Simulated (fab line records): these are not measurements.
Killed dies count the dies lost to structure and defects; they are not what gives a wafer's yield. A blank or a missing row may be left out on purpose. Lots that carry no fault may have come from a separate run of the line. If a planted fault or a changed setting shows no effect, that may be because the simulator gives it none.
Matching of chambers :: flow n5_finfet :: 4 sister chambers for N5_BEOL_M6_ALD_77 on ald_metal-02
The step deposits TaN, target thk 2 nm, pulse time 2 s, purge time 3 s. 14 wafers are shown with their chamber, then 7 later ones without.

## WAFERS PAIRED WITH THEIR CHAMBERS
wafer: L074.3
chamber: 1
heater_power_w (W): 373
precursor_vessel_pressure_torr (Torr): 26.18

wafer: L074.5
chamber: 3
heater_power_w (W): 418
precursor_vessel_pressure_torr (Torr): 26.38

wafer: L074.6
chamber: 0
heater_power_w (W): 407
precursor_vessel_pressure_torr (Torr): 26.30

wafer: L081.2
chamber: 2
heater_power_w (W): 464
precursor_vessel_pressure_torr (Torr): 26.26

wafer: L081.4
chamber: 1
heater_power_w (W): 371
precursor_vessel_pressure_torr (Torr): 26.34

wafer: L081.6
chamber: 3
heater_power_w (W): 424
precursor_vessel_pressure_torr (Torr): 26.25

wafer: L084.1
chamber: 2
heater_power_w (W): 443
precursor_vessel_pressure_torr (Torr): 26.25

wafer: L084.2
chamber: 3
heater_power_w (W): 415
precursor_vessel_pressure_torr (Torr): 26.29

wafer: L084.5
chamber: 2
heater_power_w (W): 442
precursor_vessel_pressure_torr (Torr): 26.30

wafer: L091.3
chamber: 1
heater_power_w (W): 373
precursor_vessel_pressure_torr (Torr): 26.23

wafer: L091.4
chamber: 0
heater_power_w (W): 404
precursor_vessel_pressure_torr (Torr): 26.26

wafer: L091.6
chamber: 2
heater_power_w (W): 460
precursor_vessel_pressure_torr (Torr): 26.28

wafer: L092.2
chamber: 0
heater_power_w (W): 395
precursor_vessel_pressure_torr (Torr): 26.30

wafer: L092.4
chamber: 3
heater_power_w (W): 417
precursor_vessel_pressure_torr (Torr): 26.24

SIGNATURES (means of the wafers above)
reading: heater_power_w
chamber 0: 402.00
chamber 1: 372.33
chamber 2: 452.25
chamber 3: 418.50
scatter within a chamber: 7.17

reading: precursor_vessel_pressure_torr
chamber 0: 26.2867
chamber 1: 26.2500
chamber 2: 26.2725
chamber 3: 26.2900
scatter within a chamber: 0.053
Rule: a wafer lies at a distance from a chamber equal to the root of the sum of squares, over the readings, of (its reading less the chamber's mean, divided by the reading's scatter). The wafer belongs to the nearest chamber; if the next one is less than 2 further off, it can't be placed. The scatter: take each reading less its chamber's mean, square it, sum over the shown wafers, divide by the number of wafers less the number of chambers, and take the root.

## WAFERS WITHOUT THEIR CHAMBER
wafer: L092.6
heater_power_w (W): 450
precursor_vessel_pressure_torr (Torr): 26.38

wafer: L094.1
heater_power_w (W): 388
precursor_vessel_pressure_torr (Torr): 26.31

wafer: L094.2
heater_power_w (W): 420
precursor_vessel_pressure_torr (Torr): 26.34

wafer: L094.3
heater_power_w (W): 373
precursor_vessel_pressure_torr (Torr): 26.17

wafer: L095.3
heater_power_w (W): 410
precursor_vessel_pressure_torr (Torr): 26.33

wafer: L095.5
heater_power_w (W): 448
precursor_vessel_pressure_torr (Torr): 26.25

wafer: L095.6
heater_power_w (W): 374
precursor_vessel_pressure_torr (Torr): 26.19

## THE CHAMBER EACH PASSED THROUGH
wafer: L092.6
from the rows above: 2
in truth: 2

wafer: L094.1
from the rows above: can't be placed: 0 or 1
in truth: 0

wafer: L094.2
from the rows above: can't be placed: 3 or 0
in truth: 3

wafer: L094.3
from the rows above: 1
in truth: 1

wafer: L095.3
from the rows above: can't be placed: 0 or 3
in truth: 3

wafer: L095.5
from the rows above: 2
in truth: 2

wafer: L095.6
from the rows above: 1
in truth: 1
Correctly placed: 4 of 7. Unplaceable from these rows: 3, with the true chamber sitting among the candidates in 3. 0 placed wrongly.
